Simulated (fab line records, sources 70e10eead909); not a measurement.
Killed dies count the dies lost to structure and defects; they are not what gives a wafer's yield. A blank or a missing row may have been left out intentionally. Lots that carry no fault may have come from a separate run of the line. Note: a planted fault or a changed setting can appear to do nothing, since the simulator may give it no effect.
Matching of chambers + flow nand_harc + 4 sister chambers for NHARC_A_M1_CMP_23 on cmp-03
The step polishes, t overpolish 20 s, target thk 154.34 nm. 8 wafers are shown with their chamber, then 7 later ones without.

WAFERS WITH THEIR CHAMBER
| wafer  | chamber | motor_current_A (A) | time_to_endpoint_s (s) |
|--------|---------|---------------------|------------------------|
| L076.1 | 1       | 13.3                | 22                     |
| L080.3 | 3       | 10.8                | 23                     |
| L085.1 | 1       | 13.6                | 26                     |
| L089.1 | 0       | 13.2                | 29                     |
| L089.4 | 2       | 10.6                | 31                     |
| L089.5 | 0       | 13.0                | 30                     |
| L091.2 | 2       | 11.3                | 30                     |
| L091.3 | 3       | 9.8                 | 26                     |

WAFERS WHOSE CHAMBER IS MISSING
| wafer  | motor_current_A (A) | time_to_endpoint_s (s) |
|--------|---------------------|------------------------|
| L091.5 | 10.8                | 32                     |
| L092.3 | 10.8                | 29                     |
| L092.5 | 10.3                | 22                     |
| L092.6 | 13.1                | 27                     |
| L096.3 | 10.5                | 25                     |
| L096.5 | 12.9                | 24                     |
| L096.6 | 12.6                | 28                     |

WHICH CHAMBER EACH WENT THROUGH
| wafer  | from the rows above     | in truth |
|--------|-------------------------|----------|
| L091.5 | 2                       | 2        |
| L092.3 | can't be placed: 2 or 3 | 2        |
| L092.5 | 3                       | 3        |
| L092.6 | can't be placed: 0 or 1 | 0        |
| L096.3 | 3                       | 3        |
| L096.5 | can't be placed: 1 or 0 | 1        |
| L096.6 | can't be placed: 0 or 1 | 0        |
Correctly placed: 3 of 7. Unplaceable from these rows: 4, with the true chamber sitting among the candidates in 4. Number placed wrongly: 0.
How it was worked out, from the rows above alone: a wafer's distance from a chamber is the root of the sum, over the readings, of the square of ((its reading less the chamber's mean) divided by the reading's scatter). If the next closest chamber is less than 2 further off than the closest, the wafer can't be placed; otherwise it belongs to the closest. For every chamber, the mean is computed from those of its wafers that are shown. The scatter: the root of (the sum of the squares of (reading less its chamber's mean) over the shown wafers, divided by (wafers less chambers)).
